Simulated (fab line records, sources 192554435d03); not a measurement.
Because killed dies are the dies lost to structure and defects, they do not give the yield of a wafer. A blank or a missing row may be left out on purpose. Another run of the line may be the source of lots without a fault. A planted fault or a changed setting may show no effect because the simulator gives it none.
What tool caused it? -- flow n5Finfet -- 27 wafers from 9 lots sampled at 3 of the route's 1938 steps

## WHAT THE GAUGES SHOWED, per wafer
N5_FIN_SAQP_THK_MEAS_05.
lot,measured,on,thkNm (nm)
L168,day 2 09:17,filmMetro-02,37.2 37.9 38.1
L169,day 2 15:20,filmMetro-02,37.3 38.1 37.5
L171,day 3 02:40,filmMetro-02,31.6 32.0 32.3
L176,day 4 09:31,filmMetro-01,31.6 32.6 32.3
L182,day 5 21:43,filmMetro-01,38.1 37.3 37.7
L183,day 6 05:11,filmMetro-01,37.8 37.1 38.5
L184,day 6 12:01,filmMetro-02,37.6 37.2 37.1
L187,day 7 04:15,filmMetro-02,38.3 37.4 38.7
L188,day 7 10:39,filmMetro-01,38.1 37.4 38.8

## WHICH TOOL RAN EACH LOT (tool, then ch and the chambers of the sampled wafers, then the start)
lot,N5_FIN_SAQP_DENSIFY_62,N5_FIN_SAQP_HM_DEP_03
L168,"rtpAnneal-01 ch 0, day 2 08:58","pecvd-04 ch 0,1, day 2 09:11"
L169,"rtpAnneal-01 ch 0, day 2 15:02","pecvd-04 ch 0,1, day 2 15:13"
L171,"rtpAnneal-01 ch 0, day 3 02:23","pecvd-04 ch 0,1, day 3 02:34"
L176,"rtpAnneal-01 ch 0, day 4 09:13","pecvd-04 ch 1,2, day 4 09:25"
L182,"rtpAnneal-02 ch 0, day 5 21:25","pecvd-02 ch 0,1,2, day 5 21:38"
L183,"rtpAnneal-02 ch 0, day 6 04:53","pecvd-02 ch 1,2, day 6 05:05"
L184,"rtpAnneal-01 ch 0, day 6 11:31","pecvd-02 ch 0,1,2, day 6 11:56"
L187,"rtpAnneal-02 ch 0, day 7 03:58","pecvd-03 ch 0,2, day 7 04:10"
L188,"rtpAnneal-02 ch 0, day 7 10:22","pecvd-02 ch 1,2, day 7 10:34"
- N5_FIN_SAQP_DENSIFY_62: time 60 s.
- N5_FIN_SAQP_HM_DEP_03: deposits SiNx from SiH4/NH3/N2, target thk 38 nm, time 33.6 s.

## THE ANSWER, worked out from the rows above alone
Rule: the lots themselves supply what counts as usual. Put in order of their means at a reading, lots are off if they are a third of the lots or fewer, leave a main group of 4 or more, and stand apart from it by a gap of 3 or more times the standard deviation of the main group's means; of several such gaps the widest counts. A main group whose means are all the same, to the digits that the tables above print for the reading, isn't used. A lot without any number at a reading at which 4 lots or more have one is off too. Where the step has rows for the other lots, those lots are counted as sound.
Off: L171, L176 (N5_FIN_SAQP_THK_MEAS_05, thkNm). For the main group the mean is 37.8 nm and the standard deviation 0.26.
If a tool, at a process step before that reading, ran all the lots that are off and no sound lot after the first of them, it fits. Gauges at N5_FIN_SAQP_THK_MEAS_05: tried the same way as those tools. One candidate fits, namely pecvd-04 at N5_FIN_SAQP_HM_DEP_03. Its last sound lot is L169 (day 2 15:13), its first lot that is off L171 (day 3 02:34): a fault that began between those two fits.

## WHAT HAD BEEN PUT IN BY THE SIMULATOR
Site profile drift: pecvd-04, from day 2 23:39 on, at N5_FIN_SAQP_HM_DEP_03. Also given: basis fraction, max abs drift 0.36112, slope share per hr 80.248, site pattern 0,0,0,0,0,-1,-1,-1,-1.
Lots struck among those shown: L171, L176. The rule given above showed the same thing.
